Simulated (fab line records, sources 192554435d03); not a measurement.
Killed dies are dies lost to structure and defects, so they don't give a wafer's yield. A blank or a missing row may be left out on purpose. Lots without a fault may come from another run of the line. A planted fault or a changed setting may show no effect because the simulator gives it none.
Which tool did it? | flow n5_finfet | 11 lots, 33 wafers sampled, at 1 step of a route of 1938

WHAT THE GAUGES READ, wafer by wafer
N5_BEOL_M12_INSPECT_12: inspects for defects (macro).
lot  | measured     | on                | raw_defect_count
L450 | day 11 15:00 | defect_inspect-01 | 2 2 3
L451 | day 12 13:02 | defect_inspect-02 | 1 3 2
L454 | day 12 19:11 | defect_inspect-01 | 0 3 0
L453 | day 13 05:14 | defect_inspect-01 | 4 1 1
L463 | day 15 06:29 | defect_inspect-01 | 0 1 2
L466 | day 15 16:04 | defect_inspect-02 | 2 0 1
L464 | day 15 17:34 | defect_inspect-02 | 5 3 3
L467 | day 16 15:37 | defect_inspect-02 | 1 0 1
L469 | day 16 20:14 | defect_inspect-02 | 2 2 0
L468 | day 17 03:52 | defect_inspect-01 | 1 0 0
L471 | day 17 12:47 | defect_inspect-02 | 2 5 5

WHICH TOOL RAN EACH LOT (tool, then ch and the chambers of the sampled wafers, then the start)
The record holds no process step before these readings.

THE ANSWER, worked out from the rows above alone
Rule: what is usual is taken from the lots themselves. Put in order of their means at a reading, lots are off if they are a third of the lots or fewer, leave a main group of 4 or more, and stand apart from it by a gap of 3 or more times the standard deviation of the main group's means; of several such gaps the widest counts. A main group whose means are all the same, to the digits that the tables above print for the reading, isn't used. A lot without any number at a reading at which 4 lots or more have one is off too. The other lots that the step has rows for count as sound.
No lot is off at any reading shown: from this, nothing can be told.

WHAT THE SIMULATOR HAD PUT IN
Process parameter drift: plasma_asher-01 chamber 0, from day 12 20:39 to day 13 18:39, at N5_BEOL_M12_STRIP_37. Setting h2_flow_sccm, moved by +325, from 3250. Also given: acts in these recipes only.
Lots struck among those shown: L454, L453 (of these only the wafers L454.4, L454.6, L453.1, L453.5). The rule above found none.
